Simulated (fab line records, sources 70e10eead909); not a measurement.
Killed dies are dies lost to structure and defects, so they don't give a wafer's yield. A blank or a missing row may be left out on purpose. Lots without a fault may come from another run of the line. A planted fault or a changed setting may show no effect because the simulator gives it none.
Chamber matching | flow nand_harc | NHARC_A_CONTACT_CMP_20 on cmp-02: 4 sister chambers
The step polishes, t overpolish 30 s, target thk 300 nm. 30 wafers are shown with their chamber, then 12 later ones without.

WAFERS WITH THEIR CHAMBER
wafer  | chamber | motor_current_A (A) | time_to_endpoint_s (s) | overpolish_run_s (s)
L074.1 | 3       | 12.8                | 57.5                   | 29.996
L074.2 | 0       | 11.3                | 55.3                   | 29.998
L074.3 | 1       | 12.5                | 61.9                   | 30.010
L078.3 | 0       | 11.5                | 59.5                   | 30.018
L078.5 | 0       | 11.5                | 59.2                   | 29.995
L078.6 | 3       | 13.4                | 58.8                   | 30.011
L077.3 | 3       | 13.0                | 56.4                   | 30.019
L077.4 | 1       | 12.4                | 59.6                   | 30.006
L077.5 | 3       | 12.5                | 54.6                   | 29.994
L079.1 | 2       | 13.5                | 58.7                   | 29.991
L079.5 | 3       | 12.9                | 61.1                   | 29.997
L079.6 | 0       | 11.3                | 62.4                   | 29.993
L080.1 | 3       | 12.2                | 54.4                   | 29.987
L080.4 | 1       | 12.3                | 59.1                   | 30.003
L080.5 | 2       | 14.3                | 58.1                   | 30.000
L084.1 | 0       | 11.1                | 56.4                   | 29.989
L084.2 | 3       | 12.7                | 56.2                   | 30.003
L084.6 | 2       | 13.3                | 55.8                   | 30.005
L083.1 | 0       | 11.9                | 57.4                   | 29.980
L083.2 | 1       | 12.1                | 58.9                   | 29.995
L083.4 | 3       | 12.9                | 57.9                   | 29.988
L091.1 | 0       | 11.6                | 56.4                   | 29.999
L091.2 | 3       | 12.9                | 56.2                   | 29.998
L091.6 | 1       | 11.8                | 57.9                   | 30.010
L088.2 | 0       | 11.7                | 57.9                   | 30.010
L088.3 | 1       | 12.6                | 61.8                   | 29.997
L088.5 | 2       | 13.0                | 55.0                   | 30.003
L092.2 | 1       | 12.2                | 61.2                   | 30.001
L092.5 | 2       | 14.2                | 59.0                   | 29.975
L092.6 | 1       | 12.1                | 60.7                   | 30.000

SIGNATURES (means of the wafers above)
reading            | chamber 0 | chamber 1 | chamber 2 | chamber 3 | scatter within a chamber
motor_current_A    | 11.488    | 12.250    | 13.660    | 12.811    | 0.345
time_to_endpoint_s | 58.062    | 60.138    | 57.320    | 57.011    | 1.95
overpolish_run_s   | 29.99775  | 30.00275  | 29.99480  | 29.99922  | 0.0101
Rule: a wafer's distance from a chamber is the root of the sum, over the readings, of the square of ((its reading less the chamber's mean) divided by the reading's scatter). The wafer belongs to the nearest chamber; if the next one is less than 2 further off, it can't be placed. The scatter: the root of (the sum of the squares of (reading less its chamber's mean) over the shown wafers, divided by (wafers less chambers)).

WAFERS WITHOUT THEIR CHAMBER
wafer  | motor_current_A (A) | time_to_endpoint_s (s) | overpolish_run_s (s)
L094.1 | 12.7                | 59.3                   | 30.018
L094.3 | 13.7                | 55.4                   | 30.015
L094.4 | 12.9                | 58.1                   | 30.000
L093.1 | 11.5                | 61.6                   | 30.009
L093.4 | 12.6                | 62.7                   | 29.994
L093.5 | 12.3                | 60.0                   | 30.006
L095.2 | 12.4                | 62.6                   | 29.990
L095.3 | 14.0                | 59.3                   | 29.990
L095.6 | 12.4                | 60.2                   | 30.003
L097.1 | 12.8                | 64.9                   | 30.003
L097.2 | 12.2                | 59.9                   | 29.993
L097.4 | 13.8                | 60.3                   | 29.996

WHICH CHAMBER EACH WENT THROUGH
wafer  | from the rows above          | in truth
L094.1 | can't be placed: 1 or 3 or 2 | 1
L094.3 | can't be placed: 2 or 3      | 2
L094.4 | can't be placed: 3 or 1 or 2 | 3
L093.1 | can't be placed: 0 or 1      | 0
L093.4 | can't be placed: 1 or 3      | 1
L093.5 | can't be placed: 1 or 3      | 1
L095.2 | can't be placed: 1 or 3 or 0 | 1
L095.3 | 2                            | 2
L095.6 | can't be placed: 1 or 3      | 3
L097.1 | can't be placed: 1 or 3 or 2 | 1
L097.2 | can't be placed: 1 or 0 or 3 | 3
L097.4 | can't be placed: 2 or 3      | 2
Placed correctly: 1 of 12. Can't be placed from these rows: 11 (the true chamber is among the candidates in 11). Placed wrongly: 0.
